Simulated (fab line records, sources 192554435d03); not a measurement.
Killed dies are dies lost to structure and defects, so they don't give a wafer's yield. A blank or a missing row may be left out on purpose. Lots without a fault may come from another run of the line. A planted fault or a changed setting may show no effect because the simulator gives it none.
Which tool did it? | flow n5_finfet | 11 lots, 30 wafers sampled, at 5 steps of a route of 1938

WHAT THE GAUGES READ, wafer by wafer
N5_BEOL_M14_CD_MEAS_17: target cd 250 nm. Usual: cd_nm 249.8 nm, standard deviation 2.2.
lot  | measured     | on        | cd_nm (nm)        | flag
L756 | day 10 22:47 | cd_sem-01 | 250.3 252.7 249.1 |
L757 | day 11 08:12 | cd_sem-03 | 249.5 248.6       |
L759 | day 12 03:09 | cd_sem-03 | 252.9 252.3 250.8 |
L763 | day 12 21:28 | cd_sem-03 | 253.2 249.8       |
L764 | day 13 17:41 | cd_sem-03 | 249.0 251.2       |
L774 | day 15 22:10 | cd_sem-02 | 251.3 251.9 248.4 |
L775 | day 16 17:38 | cd_sem-02 | 247.4 247.8 250.2 |
L777 | day 16 18:13 | cd_sem-02 | 247.3 247.4 251.8 |
L776 | day 16 21:41 | cd_sem-03 | 250.0 246.5 249.9 |
L779 | day 16 22:14 | cd_sem-02 | 250.6 251.4 250.6 |
L778 | day 17 07:59 | cd_sem-03 | 248.5 247.7 247.2 |

N5_BEOL_M14_CD_MEAS_28: target cd 284.4 nm. Usual: cd_nm 284.8 nm, standard deviation 1.6.
lot  | measured     | on        | cd_nm (nm)        | flag
L756 | day 10 23:07 | cd_sem-02 | 284.8 287.0 284.3 |
L757 | day 11 08:39 | cd_sem-01 | 285.3 286.3       |
L759 | day 12 03:36 | cd_sem-01 | 284.4 282.3 285.7 |
L763 | day 12 21:48 | cd_sem-01 | 287.8 293.1       | OFF
L764 | day 13 18:08 | cd_sem-02 | 286.1 295.2       | OFF
L774 | day 15 22:37 | cd_sem-03 | 286.0 284.4 285.1 |
L775 | day 16 18:05 | cd_sem-02 | 283.8 284.8 286.6 |
L777 | day 16 18:40 | cd_sem-02 | 283.5 282.9 281.1 |
L776 | day 16 22:01 | cd_sem-02 | 286.1 284.1 284.1 |
L779 | day 16 22:41 | cd_sem-03 | 285.7 285.2 285.2 |
L778 | day 17 08:19 | cd_sem-03 | 283.9 287.1 284.3 |

N5_BEOL_M14_OCD_MEAS_35. Usual: trench_depth_nm 556 nm, standard deviation 13.
lot  | measured     | on     | trench_depth_nm (nm) | flag
L756 | day 10 23:49 | ocd-02 | 548 569 551          |
L757 | day 11 09:21 | ocd-02 | 547 552              |
L759 | day 12 04:20 | ocd-01 | 542 542 550          |
L763 | day 12 22:30 | ocd-01 | 547 547              |
L764 | day 13 19:11 | ocd-01 | 555 576              |
L774 | day 15 23:19 | ocd-01 | 545 541 552          |
L775 | day 16 18:47 | ocd-02 | 577 580 559          |
L777 | day 16 19:22 | ocd-02 | 553 579 536          |
L776 | day 16 22:44 | ocd-02 | 579 574 577          |
L779 | day 16 23:33 | ocd-02 | 556 541 540          |
L778 | day 17 09:06 | ocd-01 | 549 544 554          |

WHICH TOOL RAN EACH LOT (tool, then ch and the chambers of the sampled wafers, then the start)
lot  | N5_BEOL_M14_DESCUM_15              | N5_BEOL_M14_EXPOSE_25
L756 | rie_diel-03 ch 0,1,3, day 10 22:21 | krf_scanner-02 ch 0, day 10 22:57
L757 | rie_diel-04 ch 0,1, day 11 07:46   | krf_scanner-01 ch 0, day 11 08:29
L759 | rie_diel-04 ch 0,1,3, day 12 02:43 | krf_scanner-01 ch 0, day 12 03:26
L763 | rie_diel-03 ch 2,3, day 12 21:02   | krf_scanner-01 ch 0, day 12 21:38
L764 | rie_diel-04 ch 2,3, day 13 17:15   | krf_scanner-01 ch 0, day 13 17:58
L774 | rie_diel-06 ch 2,3, day 15 21:43   | krf_scanner-02 ch 0, day 15 22:26
L775 | rie_diel-06 ch 1,2,3, day 16 17:13 | krf_scanner-01 ch 0, day 16 17:55
L777 | rie_diel-06 ch 1,2,3, day 16 17:46 | krf_scanner-02 ch 0, day 16 18:29
L776 | rie_diel-06 ch 1,2, day 16 21:15   | krf_scanner-02 ch 0, day 16 21:50
L779 | rie_diel-03 ch 0,1, day 16 21:48   | krf_scanner-01 ch 0, day 16 22:31
L778 | rie_diel-04 ch 1,2, day 17 07:33   | krf_scanner-01 ch 0, day 17 08:09
- N5_BEOL_M14_DESCUM_15: chemistry O2, time 7.9 s.
- N5_BEOL_M14_EXPOSE_25: exposes mask M14, target cd 280 nm.

WHAT THE TOOLS THEMSELVES READ (means of the sampled wafers that have a number; where no wafer has one, the mark that the record gives instead)
N5_BEOL_M14_DESCUM_15. Usual: bias_power_w 20.00 W, standard deviation 0.057; drypump_motor_current_A 5.7 A, standard deviation 0.64; oes_product_au 0.83 a.u., standard deviation 0.063; rf_vpp_V 242.8 V, standard deviation 1.5; showerhead_plenum_p_Torr 2.08 Torr, standard deviation 0.084; throttle_valve_pct 20.43 %, standard deviation 0.2.
lot  | tool        | bias_power_w (W) | drypump_motor_current_A (A) | oes_product_au (a.u.) | rf_vpp_V (V) | showerhead_plenum_p_Torr (Torr) | throttle_valve_pct (%) | flag
L756 | rie_diel-03 | 20.01            | 6.0                         | 0.81                  | 243.6        | 2.10                            | 20.49                  |
L757 | rie_diel-04 | 19.91            | 5.8                         | 0.78                  | 241.8        | 2.02                            | 20.41                  |
L759 | rie_diel-04 | 20.05            | 5.8                         | 0.79                  | 241.6        | 2.03                            | 20.54                  |
L763 | rie_diel-03 | 19.98            | 5.7                         | 0.85                  | 243.4        | 2.13                            | 20.16                  |
L764 | rie_diel-04 | 20.06            | 5.8                         | 0.86                  | 242.9        | 2.04                            | 20.48                  |
L774 | rie_diel-06 | 20.02            | 5.8                         | 0.87                  | 244.3        | 2.16                            | 20.38                  |
L775 | rie_diel-06 | 19.98            | 5.7                         | 0.82                  | 243.5        | 2.08                            | 20.45                  |
L777 | rie_diel-06 | 19.98            | 5.6                         | 0.83                  | 243.0        | 2.08                            | 20.46                  |
L776 | rie_diel-06 | 19.97            | 5.2                         | 0.83                  | 243.7        | 2.13                            | 20.34                  |
L779 | rie_diel-03 | 20.01            | 5.5                         | 0.83                  | 243.7        | 2.15                            | 20.62                  |
L778 | rie_diel-04 | 19.97            | 6.0                         | 0.80                  | 241.8        | 2.03                            | 20.38                  |

N5_BEOL_M14_EXPOSE_25. Usual: focus_offset_nm 0.0 nm, standard deviation 0.48.
lot  | tool           | focus_offset_nm (nm) | flag
L756 | krf_scanner-02 | 0.2                  |
L757 | krf_scanner-01 | -0.5                 |
L759 | krf_scanner-01 | -0.4                 |
L763 | krf_scanner-01 | 0.1                  |
L764 | krf_scanner-01 | 0.1                  |
L774 | krf_scanner-02 | 0.5                  |
L775 | krf_scanner-01 | -0.0                 |
L777 | krf_scanner-02 | -0.5                 |
L776 | krf_scanner-02 | -0.3                 |
L779 | krf_scanner-01 | -0.7                 |
L778 | krf_scanner-01 | -0.5                 |

THE ANSWER, worked out from the rows above alone
Rule: a lot is off if the mean of its wafers that have a number lies more than 3 standard deviations from the usual mean. A lot without any number at a reading at which 4 lots or more have one is off too. The other lots that the step has rows for count as sound. The gauges are gone through in route order, then the tools' own readings, and for those a lot's mean is taken as printed above. The first step at which some lot is off is used, and at that step the reading that is off furthest; a lot without a number counts as furthest.
Off: L763, L764, at N5_BEOL_M14_CD_MEAS_28 (cd_nm).
A tool fits if, at a process step before that reading, it ran every lot that is off, and no sound lot after the first of them. The gauges at N5_BEOL_M14_CD_MEAS_28 are tried like those tools. None of those tried fits.

WHAT THE SIMULATOR HAD PUT IN
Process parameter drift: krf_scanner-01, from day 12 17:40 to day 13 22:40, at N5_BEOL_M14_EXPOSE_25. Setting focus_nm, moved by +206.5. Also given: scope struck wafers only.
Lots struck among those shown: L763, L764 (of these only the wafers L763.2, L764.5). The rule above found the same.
